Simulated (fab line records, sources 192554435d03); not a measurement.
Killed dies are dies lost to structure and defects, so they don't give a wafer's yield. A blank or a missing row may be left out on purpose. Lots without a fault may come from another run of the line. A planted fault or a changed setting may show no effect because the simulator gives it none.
Problem report in the 8D (eight disciplines) form, filled by code | flow n5_finfet | the parts of the form that need people (team, actions taken, sign-off) are left out

1. THE PROBLEM
RS_SD_N at N5_SD_ACTIVATION_RS_MEAS_03 reads a mean of 23.51 ohm/sq on 6 wafers of 2 lots; wafers without a fault read 21.89 ohm/sq with a standard deviation of 0.29. That is +5.6 standard deviations from the usual mean.
The step: measures by four-point-probe.
First seen on wafer L957.2, day 5 17:14, on film_metro-02. The record holds 27 wafers of 9 lots with a number at this step. Rule for "out", or "out of limits": more than 4 standard deviations from the usual mean. The other wafers with a number count as sound.

2. WHAT IT IS AND WHAT IT IS NOT
question                    | is                           | is not
which readings at this step | RS_SD_N                      | RS_SD_P
which lots                  | L957, L959                   | L948, L949, L950, L951, L956, L969, L971
which wafers of those lots  | all that have a number       | -
read on which gauges        | film_metro-01, film_metro-02 | -
when                        | from day 5 17:14             | up to then (15 sound wafers); but 6 sound wafers of L969, L971 came after

3. SUSPECTS, AND WHAT RULES EACH OUT
Counting: a tool at a process step up to the reading stays a suspect if it ran every lot that is out and no sound lot after the first of them.
- the gauge at N5_SD_ACTIVATION_RS_MEAS_03: ruled out. The wafers that are out were read on 2 gauges (film_metro-01, film_metro-02).
- epi_rpcvd-02 at N5_SD_EPI_N_EPI_21 (deposits Si:P, time 690 s): ruled out as a lasting fault. Sound lots L969, L971 ran on it after its first lot that is out, L957 (day 5 08:38).
Left after counting: nothing in the record.

4. THE CAUSE (what the simulator had put in)
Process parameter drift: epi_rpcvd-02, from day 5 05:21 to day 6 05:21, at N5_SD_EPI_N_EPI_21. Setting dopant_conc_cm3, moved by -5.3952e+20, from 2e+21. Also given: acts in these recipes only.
Counting ruled it out, wrongly: the rule takes a fault to strike every lot that its tool runs from its start on, and this one did not.

5. THE CHAIN OF EFFECTS, in route order
Each row: a reading whose mean over the struck wafers that have a number lies more than 3 standard deviations from the usual. Only readings for which the record gives a usual standard deviation are gone through. hours: the time from each lot's start at the first step in this table that gives one to its start at this step, as a median over the lots. sigmas: the change in usual standard deviations.
hours | step                        | reading    | usual        | on struck wafers | change | sigmas
0     | N5_SD_ACTIVATION_RS_MEAS_03 | RS_SD_N    | 21.89 ohm/sq | 23.51            | +1.62  | +5.6
135   | N5_BEOL_M4_RC_MEAS_101      | RC_DENSE_N | 18.9 ohm.um  | 20.6             | +1.7   | +4.8
135   | N5_BEOL_M4_RC_MEAS_101      | RC_N       | 15.42 ohm.um | 16.80            | +1.38  | +4.9
135   | N5_BEOL_M4_RC_MEAS_101      | REXT_N     | 75.6 ohm.um  | 84.7             | +9.1   | +5.0
135   | N5_BEOL_M4_RC_MEAS_101      | RS_SD_N    | 28.3 ohm/sq  | 30.4             | +2.1   | +6.1
Later measuring or inspecting steps at which every struck wafer that the step has a row for has a number for every such reading, and none has moved that far: N5_ILD0_THK_MEAS_04.

6. WHAT WOULD HAVE CAUGHT IT SOONER
In this record the first reading out of limits at a measuring or inspecting step was taken at day 5 17:14, 12 hours after the fault began at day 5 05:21.
Of the tool readings at N5_SD_EPI_N_EPI_21 for which the record gives a usual standard deviation, none was out on any struck wafer, so an alarm limit of 4 standard deviations on them would not have fired.
